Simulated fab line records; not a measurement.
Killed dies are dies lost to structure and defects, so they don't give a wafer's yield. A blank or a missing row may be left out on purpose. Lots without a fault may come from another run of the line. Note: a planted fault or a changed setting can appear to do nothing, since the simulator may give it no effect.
fab line records -- flow nand_harc
record lots=12, wafers=36, last_day=34
route steps=1302 shown A_CONTACT@1078 END@1302
lots that met no fault: from a run of the same line without faults
start_h: start of the lot's first displayed wafer, in hours after the record's first day -- wait_h: how many hours have passed since the lot's step before this one -- " same as the row above -- L1.1+2: several wafers, shown together as one row -- - no value, or no start was given -- * or withheld: withheld -- < > ~ a bound
route shown NAME@n: names a module that has steps shown in the file, with the first one's number in the route -- usual: mean/standard deviation taken from wafers without a fault -- same: alike in all rows -- chamber/n: place in a boat -- sites: readings site by site -- _std_site: standard deviation across them -- _edge_site: the outer-site mean with the inner-site mean subtracted -- radius_mm: for every site, how far away it sits from the centre of the wafer -- mask NAME#n: copy n -- behind: the most recent tool/chamber to have shaped the wafer -- hold: the reason the lot was held/the length of the hold in hours/how it ended -- device: transistor that didn't switch, given as n, p or np -- end of line: tests run on the same wafers once the route is complete -- where a step has no rows: the recipe by itself -- killed: not the wafer's yield, but the dies lost to structure and defects at the first sort -- map: the dies of a wafer, with x for killed, . for not killed, _ for no die there
set.NAME: the run value of the setting; set.NAME@STEP: its run value at that earlier step -- model.NAME: the simulator's own value behind a step, which no gauge read
one table for each step of the route and one row for each wafer, over a sample of lots
services: from which hour (start_h, from the record's first day; less than 0 if before it) a tool's chamber was out of use, for how many hours, and why
## steps
# step NHARC_A_CONTACT_CD_MEAS_08
# recipe target_cd_nm=200, landing_energy_ev=500
# usual cd_nm=199.8/0.64
# same landing_energy_ev=500
lot.wafer,tool,chamber,start_h,wait_h,cd_nm
L869.1,cd_sem-03,0,515.15,-,198.9
L869.2,cd_sem-03,0,515.15,-,199.8
L869.6,cd_sem-03,0,515.15,-,200.6
L873.2,cd_sem-01,0,542.88,-,200.2
L873.5,cd_sem-01,0,542.88,-,200.8
L873.6,cd_sem-01,0,542.88,-,201.1
L874.2,cd_sem-01,0,554.07,-,200.6
L874.3,cd_sem-01,0,554.07,-,200.0
L874.4,cd_sem-01,0,554.07,-,199.1
L875.2,cd_sem-02,0,565.28,-,199.8
L875.4,cd_sem-02,0,565.28,-,199.5
L875.6,cd_sem-02,0,565.28,-,200.1
L877.1,cd_sem-01,0,594.73,-,198.7
L877.4,cd_sem-01,0,594.73,-,199.2
L877.5,cd_sem-01,0,594.73,-,199.9
L878.1,cd_sem-02,0,603.35,-,200.5
L878.3,cd_sem-02,0,603.35,-,200.2
L878.5,cd_sem-02,0,603.35,-,200.5
L880.2,cd_sem-01,0,617.09,-,200.7
L880.3,cd_sem-01,0,617.09,-,200.2
L880.5,cd_sem-01,0,617.09,-,200.3
L882.1,cd_sem-03,0,647.32,-,200.0
L882.2,cd_sem-03,0,647.32,-,199.7
L882.5,cd_sem-03,0,647.32,-,199.5
L883.1,cd_sem-01,0,649.09,-,199.9
L883.3,cd_sem-01,0,649.09,-,200.8
L883.4,cd_sem-01,0,649.09,-,200.2
L891.1,cd_sem-03,0,725.02,-,200.0
L891.4,cd_sem-03,0,725.02,-,198.8
L891.6,cd_sem-03,0,725.02,-,198.9
L892.2,cd_sem-01,0,727.70,-,198.8
L892.3,cd_sem-01,0,727.70,-,199.7
L892.4,cd_sem-01,0,727.70,-,198.9
L890.1,cd_sem-02,0,733.97,-,199.4
L890.4,cd_sem-02,0,733.97,-,199.6
L890.6,cd_sem-02,0,733.97,-,199.9
# step NHARC_A_CONTACT_ETCH_89
# recipe target_depth_a=2600, over_etch_frac=0.3, time_s=475.3, ion_energy_ev=200, n2_flow_sccm=150, h2_flow_sccm=150, ar_flow_sccm=0, rf_w=400, bias_w=150, chemistry=N2/H2
# usual drypump_motor_current_A=5.9/0.38, n2_flow_sccm=150.0/0.41, oes_product_au=0.998/0.013, rf_vpp_V=431.2/3, showerhead_plenum_p_Torr=2.07/0.099, throttle_valve_pct=14.171/0.0092
lot.wafer,tool,chamber,start_h,wait_h,drypump_motor_current_A,n2_flow_sccm,oes_product_au,rf_hours_counter_h,rf_vpp_V,showerhead_plenum_p_Torr,throttle_valve_pct
L869.2,rie_diel-03,2,-,-,6.0,149.9,0.985,11,426.9,1.93,14.179
L869.1,rie_diel-03,1,-,-,6.2,151.3,1.005,11,435.1,2.21,14.168
L869.6,rie_diel-03,2,-,-,6.0,149.5,0.993,-,428.7,1.93,14.189
L873.2,rie_diel-02,0,-,-,5.5,150.2,0.989,27,431.3,2.10,14.188
L873.5,rie_diel-02,2,-,-,5.9,150.5,1.008,-,427.3,1.94,14.172
L873.6,rie_diel-02,3,-,-,5.5,149.8,1.015,-,433.2,2.14,14.176
L874.3,rie_diel-03,2,-,-,6.0,149.6,0.989,29,426.2,1.93,14.171
L874.2,rie_diel-03,3,-,-,5.9,150.1,0.986,30,432.5,2.14,14.166
L874.4,rie_diel-03,1,-,-,6.2,150.5,1.001,25,435.4,2.21,14.173
L875.2,rie_diel-13,2,-,-,6.4,150.6,1.005,14,430.8,2.01,14.168
L875.4,rie_diel-13,3,-,-,5.6,150.5,0.987,15,435.4,2.21,14.173
L875.6,rie_diel-13,0,-,-,6.3,150.2,1.012,-,431.7,2.07,14.189
L877.1,rie_diel-02,0,-,-,5.6,149.9,0.973,3,432.3,2.10,14.170
L877.4,rie_diel-02,2,-,-,5.9,149.9,0.977,4,428.6,1.94,14.174
L877.5,rie_diel-02,1,-,-,5.2,150.4,1.001,-,429.7,2.03,14.179
L878.1,rie_diel-02,3,-,-,5.6,149.9,1.003,6,433.9,2.14,14.175
L878.3,rie_diel-02,0,-,-,5.5,150.4,0.971,6,432.6,2.10,14.186
L878.5,rie_diel-02,3,-,-,5.6,149.8,1.004,-,434.1,2.14,14.152
L880.3,rie_diel-13,2,-,-,6.5,149.5,1.009,27,429.9,2.01,14.165
L880.2,rie_diel-13,3,-,-,5.6,149.5,1.000,29,434.8,2.21,14.169
L880.5,rie_diel-13,1,-,-,6.4,149.7,0.998,-,434.9,2.19,14.163
L882.2,rie_diel-03,1,-,-,6.2,150.7,0.981,0,434.1,2.20,14.166
L882.1,rie_diel-03,3,-,-,5.9,149.5,0.990,0,432.4,2.13,14.156
L882.5,rie_diel-03,0,-,-,6.1,149.7,1.026,-,427.9,1.96,14.165
L883.1,rie_diel-02,1,-,-,5.2,150.3,1.004,11,431.1,2.03,14.182
L883.3,rie_diel-02,3,-,-,5.5,149.8,1.006,11,434.6,2.13,14.168
L883.4,rie_diel-02,2,-,-,5.9,150.7,0.977,-,427.7,1.94,14.175
L891.1,rie_diel-13,0,-,-,6.3,150.5,1.002,6,431.8,2.06,14.172
L891.4,rie_diel-13,1,-,-,6.5,150.4,1.000,7,434.9,2.18,14.182
L891.6,rie_diel-13,3,-,-,5.6,150.2,1.014,-,433.4,2.19,14.163
L892.4,rie_diel-03,2,-,-,6.0,149.4,0.995,30,427.7,1.90,14.171
L892.3,rie_diel-03,3,-,-,5.9,149.5,1.007,27,432.7,2.12,14.176
L892.2,rie_diel-03,0,-,-,6.2,149.5,1.010,30,427.6,1.95,14.181
L890.4,rie_diel-02,1,-,-,5.2,149.1,1.005,25,430.1,2.02,14.172
L890.1,rie_diel-02,2,-,-,5.9,150.2,0.982,23,427.2,1.93,14.176
L890.6,rie_diel-02,0,-,-,5.6,149.9,0.982,-,431.5,2.09,14.177
# step NHARC_A_CONTACT_ETCH_98
# recipe target_depth_a=200, over_etch_frac=0.5, time_s=10, ion_energy_ev=250, c4f6_flow_sccm=25, o2_flow_sccm=20, ar_flow_sccm=500, rf_w=600, bias_w=500, chemistry=C4F6/O2
# usual drypump_motor_current_A=5.8/0.39, oes_product_au=0.962/0.028, rf_vpp_V=548/3.3, showerhead_plenum_p_Torr=3.96/0.16, throttle_valve_pct=26.903/0.0096
lot.wafer,tool,chamber,start_h,wait_h,drypump_motor_current_A,oes_product_au,rf_hours_counter_h,rf_vpp_V,showerhead_plenum_p_Torr,throttle_valve_pct
L869.2,rie_diel-02,3,518.44,-,5.6,0.942,23,549,4.10,26.918
L869.1,rie_diel-02,1,518.44,-,5.2,0.955,14,547,3.91,26.897
L869.6,rie_diel-02,3,518.44,-,5.6,0.948,-,549,4.10,26.910
L873.2,rie_diel-02,3,546.18,-,5.6,0.979,28,550,4.09,26.905
L873.5,rie_diel-02,3,546.18,-,5.6,0.968,-,549,4.09,26.893
L873.6,rie_diel-02,0,546.18,-,5.5,0.960,-,549,4.03,26.904
L874.3,rie_diel-02,0,557.37,-,5.6,0.984,29,549,4.03,26.909
L874.4,rie_diel-02,1,557.37,-,5.2,1.004,20,547,3.91,26.898
L874.2,rie_diel-02,2,557.37,-,5.9,0.998,29,545,3.76,26.916
L875.4,rie_diel-02,0,568.58,-,5.5,0.986,29,550,4.03,26.903
L875.2,rie_diel-02,2,568.58,-,5.9,1.012,29,546,3.76,26.901
L875.6,rie_diel-02,0,568.58,-,5.5,1.000,-,549,4.03,26.899
L877.1,rie_diel-13,1,598.02,-,6.4,0.930,21,553,4.19,26.920
L877.4,rie_diel-13,2,598.02,-,6.5,0.960,23,546,3.87,26.901
L877.5,rie_diel-13,0,598.02,-,6.4,0.965,-,548,3.98,26.904
L878.1,rie_diel-13,1,607.17,-,6.4,0.932,22,552,4.19,26.897
L878.3,rie_diel-13,0,607.17,-,6.3,0.961,25,548,3.98,26.898
L878.5,rie_diel-13,1,607.17,-,6.4,0.934,-,553,4.19,26.916
L880.2,rie_diel-02,2,620.60,0.1,5.9,0.985,9,543,3.75,26.908
L880.3,rie_diel-02,1,620.60,0.1,5.2,1.016,8,548,3.90,26.910
L880.5,rie_diel-02,0,620.60,0.1,5.5,0.983,-,548,4.02,26.892
L882.1,rie_diel-02,2,650.64,0.2,5.9,0.930,12,543,3.75,26.919
L882.2,rie_diel-02,3,650.64,0.2,5.5,0.758,12,551,4.08,26.917
L882.5,rie_diel-02,1,650.64,0.2,5.2,0.955,-,545,3.90,26.891
L883.3,rie_diel-02,2,652.62,0.1,5.9,0.933,13,542,3.75,26.912
L883.1,rie_diel-02,1,652.62,0.1,5.2,0.959,12,546,3.90,26.917
L883.4,rie_diel-02,3,652.62,0.1,5.5,0.759,-,552,4.08,26.892
L891.1,rie_diel-02,3,728.31,-,5.6,0.943,21,552,4.08,26.899
L891.4,rie_diel-02,2,728.31,-,5.9,0.941,23,541,3.74,26.895
L891.6,rie_diel-02,0,728.31,-,5.6,0.918,-,548,4.01,26.902
L892.3,rie_diel-13,3,731.02,-,5.6,0.959,9,552,4.18,26.901
L892.4,rie_diel-13,0,731.02,-,6.3,0.954,7,548,3.96,26.897
L892.2,rie_diel-13,2,731.02,-,6.5,0.945,10,543,3.84,26.885
L890.1,rie_diel-02,3,737.27,-,5.6,0.952,22,551,4.08,26.898
L890.4,rie_diel-02,0,737.27,-,5.5,0.947,23,548,4.01,26.891
L890.6,rie_diel-02,1,737.27,-,5.3,0.962,-,546,3.89,26.894
# step NHARC_A_CONTACT_CD_MEAS_15
# usual cd_nm=190.2/0.86
lot.wafer,tool,chamber,start_h,wait_h,cd_nm
L869.1,cd_sem-03,-,518.52,-,190.5
L869.2,cd_sem-03,-,518.52,-,191.3
L869.6,cd_sem-03,-,518.52,-,190.3
L873.2,cd_sem-02,-,546.27,-,191.9
L873.5,cd_sem-02,-,546.27,-,191.8
L873.6,cd_sem-02,-,546.27,-,190.0
L874.2,cd_sem-02,-,557.45,-,189.7
L874.3,cd_sem-02,-,557.45,-,190.1
L874.4,cd_sem-02,-,557.45,-,191.2
L875.2,cd_sem-03,-,568.66,-,190.6
L875.4,cd_sem-03,-,568.66,-,190.2
L875.6,cd_sem-03,-,568.66,-,189.9
L877.1,cd_sem-03,-,598.10,-,189.4
L877.4,cd_sem-03,-,598.10,-,189.6
L877.5,cd_sem-03,-,598.10,-,189.5
L878.1,cd_sem-01,-,607.25,-,192.0
L878.3,cd_sem-01,-,607.25,-,190.3
L878.5,cd_sem-01,-,607.25,-,192.1
L880.2,cd_sem-01,-,620.69,-,191.0
L880.3,cd_sem-01,-,620.69,-,190.2
L880.5,cd_sem-01,-,620.69,-,189.0
L882.1,cd_sem-03,-,650.73,-,190.7
L882.2,cd_sem-03,-,650.73,-,189.7
L882.5,cd_sem-03,-,650.73,-,190.9
L883.1,cd_sem-03,-,652.71,-,192.0
L883.3,cd_sem-03,-,652.71,-,189.8
L883.4,cd_sem-03,-,652.71,-,191.8
L891.1,cd_sem-03,-,728.39,-,189.5
L891.4,cd_sem-03,-,728.39,-,190.7
L891.6,cd_sem-03,-,728.39,-,191.1
L892.2,cd_sem-02,-,731.10,-,188.5
L892.3,cd_sem-02,-,731.10,-,188.8
L892.4,cd_sem-02,-,731.10,-,190.1
L890.1,cd_sem-02,-,737.34,-,191.7
L890.4,cd_sem-02,-,737.34,-,189.7
L890.6,cd_sem-02,-,737.34,-,190.4
# step NHARC_END_SORT_01
# recipe temp_c=25
# usual killed_at_array=63/27, killed_at_other=0.7/1.2, killed_at_periphery=3.1/2, killed_dies=67/28, killed_open=3.0/1.9, killed_short=2.2/1.5
# same gross_dies=677
lot.wafer,tool,chamber,start_h,wait_h,killed_at_array,killed_at_other,killed_at_periphery,killed_dies,killed_open,killed_short
L877.1,prober-02,0,644.34,2.5,138,1,5,144,2,5
L877.4,prober-02,0,646.70,3.4,111,1,1,113,1,1
L877.5,prober-02,0,647.49,3.7,113,0,2,115,0,3
L883.1,prober-02,0,699.24,2.5,61,0,5,66,2,3
L883.3,prober-02,0,700.84,3.1,52,0,8,60,2,0
L883.4,prober-02,0,701.64,3.4,408,0,5,413,3,1
L882.1,prober-01,0,699.25,2.5,38,0,2,40,2,2
L882.2,prober-01,0,700.04,2.8,423,1,1,425,3,2
L882.5,prober-01,0,702.43,3.7,36,1,4,41,2,2
# killed by level:class
L877.1 A_CHANNEL_HOLE_D2:chamber_film_flake=42 A_SLIT:chamber_film_flake=40 A_CHANNEL_HOLE_D1:chamber_film_flake=35 A_STAIRCASE:chamber_film_flake=8 A_WL_FILL:chamber_film_flake=7 A_M0:geometric_particle:open=2 P_GATE:geometric_particle:short=1 P_M1:geometric_particle:short=1
L877.4 A_SLIT:chamber_film_flake=36 A_CHANNEL_HOLE_D2:chamber_film_flake=32 A_CHANNEL_HOLE_D1:chamber_film_flake=22 A_STAIRCASE:chamber_film_flake=8 A_CONTACT:chamber_film_flake=8 A_CHANNEL_FILL_D1:geometric_particle:short=1 A_CHANNEL_FILL_D1:geometric_particle:open=1 P_BONDPAD:chamber_film_flake=1
L877.5 A_CHANNEL_HOLE_D1:chamber_film_flake=33 A_CHANNEL_HOLE_D2:chamber_film_flake=31 A_SLIT:chamber_film_flake=27 A_STAIRCASE:chamber_film_flake=8 A_CONTACT:chamber_film_flake=7 A_CHANNEL_FILL_D1:geometric_particle:short=1 A_ONON_D2:geometric_particle:short=1 A_CHANNEL_FILL_D2:geometric_particle:short=1
L883.1 A_SLIT:chamber_film_flake=37 A_CONTACT:chamber_film_flake=6 A_WL_FILL:chamber_film_flake=5 A_CHANNEL_HOLE_D1:chamber_film_flake=3 P_GATE:chamber_film_flake=2 A_DECK1_JOINT:chamber_film_flake=2 A_BLC:chamber_film_flake=2 P_M0:geometric_particle:short=1
L882.1 A_CHANNEL_HOLE_D2:chamber_film_flake=19 A_CONTACT:chamber_film_flake=8 A_CHANNEL_HOLE_D1:chamber_film_flake=6 P_STI:geometric_particle:short=1 A_CHANNEL_FILL_D1:geometric_particle:open=1 A_CHANNEL_FILL_D1:geometric_particle:short=1 A_ONON_D2:geometric_particle:open=1 P_ZERO_WELL:chamber_film_flake=1
L882.2 A_CONTACT:area_etch=386 A_CHANNEL_HOLE_D2:chamber_film_flake=23 A_CHANNEL_HOLE_D1:chamber_film_flake=5 A_SLIT:chamber_film_flake=2 A_CONTACT:chamber_film_flake=2 P_STI:geometric_particle:short=1 A_CHANNEL_HOLE_D1:geometric_particle:open=1 A_DECK1_JOINT:geometric_particle:short=1
L883.3 A_SLIT:chamber_film_flake=26 A_CONTACT:chamber_film_flake=6 P_M1:chamber_film_flake=5 A_CHANNEL_HOLE_D1:chamber_film_flake=4 A_WL_FILL:chamber_film_flake=4 P_GATE:chamber_film_flake=3 A_CHANNEL_FILL_D1:chamber_film_flake=3 A_BLC:chamber_film_flake=3
L883.4 A_CONTACT:area_etch=354 A_SLIT:chamber_film_flake=30 A_CHANNEL_HOLE_D1:chamber_film_flake=8 A_CONTACT:chamber_film_flake=5 A_BLC:chamber_film_flake=4 P_GATE:chamber_film_flake=2 P_M1:chamber_film_flake=2 P_M0:geometric_particle:open=1
L882.5 A_CHANNEL_HOLE_D2:chamber_film_flake=17 A_CONTACT:chamber_film_flake=6 A_CHANNEL_HOLE_D1:chamber_film_flake=5 P_GATE:chamber_film_flake=3 A_STAIRCASE:chamber_film_flake=2 A_SLIT:chamber_film_flake=2 A_CHANNEL_FILL_D1:geometric_particle:short=1 A_DECK1_JOINT:geometric_particle:open=1
## services
tool,chamber,start_h,hours,kind
rie_diel-02,0,500.82,-,clean
rie_diel-02,1,500.82,-,clean
rie_diel-02,2,500.82,-,clean
rie_diel-02,3,500.82,-,clean
rie_diel-02,3,505.76,4.4,repair
rie_diel-13,1,511.94,4.5,repair
rie_diel-13,-,519.68,9.0,pm
rie_diel-02,0,525.32,-,clean
rie_diel-02,1,525.32,-,clean
rie_diel-02,2,525.32,-,clean
rie_diel-02,3,525.32,-,clean
rie_diel-02,0,549.82,-,clean
rie_diel-02,1,549.82,-,clean
rie_diel-02,2,549.82,-,clean
rie_diel-03,3,568.58,8.0,repair
rie_diel-02,-,570.79,9.0,pm
rie_diel-13,0,613.37,7.5,repair
rie_diel-03,1,628.30,3.7,repair
rie_diel-13,0,632.18,10.7,repair
rie_diel-03,-,637.51,9.0,pm
rie_diel-13,1,639.12,3.0,repair
rie_diel-02,0,646.66,9.8,repair
rie_diel-02,3,671.29,9.8,repair
rie_diel-13,-,696.68,9.0,pm
## key
first_sign step=NHARC_A_CONTACT_ETCH_98, reading=oes_product_au, direction=down, sigmas=7.4, usual=0.962, struck=0.758
effect step=NHARC_END_SORT_01, reading=killed_at_array, direction=up, sigmas=13, usual=63, struck=416
more_kills_born_at NHARC_A_CONTACT_ETCH_98@rie_diel-02=740
met_at NHARC_A_CONTACT_ETCH_98
struck_lots L882,L883
struck_wafers L882.2,L883.4
later_rows_left_out L882.2,L883.4
tester_left_out L882,L883
not_acting_at NHARC_A_CONTACT_CD_MEAS_08,NHARC_A_CONTACT_ETCH_89,NHARC_A_CONTACT_CD_MEAS_15
onset_between 546.18 650.64
fault kind=process_parameter_drift, tool=rie_diel-02, chamber=3, onset_h=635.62, steps=NHARC_A_CONTACT_ETCH_98, channel=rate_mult, offset=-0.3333, shape=step, end_h=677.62
# tester_left_out: of these lots the tester's yield and bins aren't shown, on N5 and GAA mostly nor the transistor test; their killed dies are dies lost to structure and defects alone, not to doping, threshold or leakage, so they don't give the yield
# later_rows_left_out: the simulator's readings of these wafers behind a module that went badly wrong aren't trusted and aren't shown, but for the sort
